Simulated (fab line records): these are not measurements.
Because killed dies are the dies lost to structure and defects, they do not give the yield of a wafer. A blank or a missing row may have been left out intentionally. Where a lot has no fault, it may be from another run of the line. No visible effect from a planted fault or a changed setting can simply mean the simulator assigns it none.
Matching of chambers :: flow n5 finfet :: N5_FIN_CUT_DESCUM_13 on rie diel-03: 4 sister chambers
The step chemistry O2, time 7 s. 16 wafers are shown with their chamber, then 8 later ones without.

WAFERS PAIRED WITH THEIR CHAMBERS
wafer: L079.1
chamber: 3
showerhead plenum p Torr (Torr): 1.99
drypump motor current A (A): 6.5
throttle valve pct (%): 20.54

wafer: L079.2
chamber: 0
showerhead plenum p Torr (Torr): 2.19
drypump motor current A (A): 5.9
throttle valve pct (%): 20.38

wafer: L079.6
chamber: 0
showerhead plenum p Torr (Torr): 2.19
drypump motor current A (A): 6.0
throttle valve pct (%): 20.39

wafer: L083.1
chamber: 2
showerhead plenum p Torr (Torr): 2.06
drypump motor current A (A): 5.3
throttle valve pct (%): 20.50

wafer: L083.4
chamber: 0
showerhead plenum p Torr (Torr): 2.19
drypump motor current A (A): 6.0
throttle valve pct (%): 20.39

wafer: L083.5
chamber: 2
showerhead plenum p Torr (Torr): 2.06
drypump motor current A (A): 5.3
throttle valve pct (%): 20.49

wafer: L084.2
chamber: 2
showerhead plenum p Torr (Torr): 2.06
drypump motor current A (A): 5.3
throttle valve pct (%): 20.50

wafer: L084.3
chamber: 3
showerhead plenum p Torr (Torr): 1.99
drypump motor current A (A): 6.4
throttle valve pct (%): 20.52

wafer: L084.6
chamber: 3
showerhead plenum p Torr (Torr): 1.99
drypump motor current A (A): 6.4
throttle valve pct (%): 20.53

wafer: L085.2
chamber: 1
showerhead plenum p Torr (Torr): 2.23
drypump motor current A (A): 5.0
throttle valve pct (%): 20.09

wafer: L085.4
chamber: 3
showerhead plenum p Torr (Torr): 1.99
drypump motor current A (A): 6.4
throttle valve pct (%): 20.54

wafer: L085.5
chamber: 1
showerhead plenum p Torr (Torr): 2.23
drypump motor current A (A): 5.0
throttle valve pct (%): 20.07

wafer: L088.1
chamber: 3
showerhead plenum p Torr (Torr): 1.99
drypump motor current A (A): 6.5
throttle valve pct (%): 20.56

wafer: L088.5
chamber: 2
showerhead plenum p Torr (Torr): 2.06
drypump motor current A (A): 5.3
throttle valve pct (%): 20.53

wafer: L088.6
chamber: 1
showerhead plenum p Torr (Torr): 2.23
drypump motor current A (A): 5.0
throttle valve pct (%): 20.09

wafer: L092.1
chamber: 0
showerhead plenum p Torr (Torr): 2.18
drypump motor current A (A): 5.9
throttle valve pct (%): 20.42

SIGNATURES (means of the wafers above)
reading: showerhead plenum p Torr
chamber 0: 2.1875
chamber 1: 2.2300
chamber 2: 2.0600
chamber 3: 1.9900
scatter within a chamber: 0.0025

reading: drypump motor current A
chamber 0: 5.950
chamber 1: 5.000
chamber 2: 5.300
chamber 3: 6.440
scatter within a chamber: 0.0428

reading: throttle valve pct
chamber 0: 20.3950
chamber 1: 20.0833
chamber 2: 20.5050
chamber 3: 20.5380
scatter within a chamber: 0.0157
Rule: a wafer's distance from a chamber is the root of the sum, over the readings, of the square of ((its reading less the chamber's mean) divided by the reading's scatter). The wafer belongs to the nearest chamber; if the next one is less than 2 further off, it can't be placed. The scatter: take each reading less its chamber's mean, square it, sum over the shown wafers, divide by the number of wafers less the number of chambers, and take the root.

WAFERS WHOSE CHAMBER IS MISSING
wafer: L092.2
showerhead plenum p Torr (Torr): 2.23
drypump motor current A (A): 5.0
throttle valve pct (%): 20.09

wafer: L092.4
showerhead plenum p Torr (Torr): 1.99
drypump motor current A (A): 6.4
throttle valve pct (%): 20.56

wafer: L093.2
showerhead plenum p Torr (Torr): 2.18
drypump motor current A (A): 5.9
throttle valve pct (%): 20.39

wafer: L093.3
showerhead plenum p Torr (Torr): 2.23
drypump motor current A (A): 5.0
throttle valve pct (%): 20.12

wafer: L093.4
showerhead plenum p Torr (Torr): 1.99
drypump motor current A (A): 6.5
throttle valve pct (%): 20.57

wafer: L095.2
showerhead plenum p Torr (Torr): 2.06
drypump motor current A (A): 5.2
throttle valve pct (%): 20.56

wafer: L095.5
showerhead plenum p Torr (Torr): 2.18
drypump motor current A (A): 6.0
throttle valve pct (%): 20.43

wafer: L095.6
showerhead plenum p Torr (Torr): 1.98
drypump motor current A (A): 6.5
throttle valve pct (%): 20.57

THE CHAMBER EACH PASSED THROUGH
wafer: L092.2
from the rows above: 1
in truth: 1

wafer: L092.4
from the rows above: 3
in truth: 3

wafer: L093.2
from the rows above: 0
in truth: 0

wafer: L093.3
from the rows above: 1
in truth: 1

wafer: L093.4
from the rows above: 3
in truth: 3

wafer: L095.2
from the rows above: 2
in truth: 2

wafer: L095.5
from the rows above: 0
in truth: 0

wafer: L095.6
from the rows above: 3
in truth: 3
Correctly placed: 8 of 8. Not placeable from these rows: 0. Wrongly placed: 0.
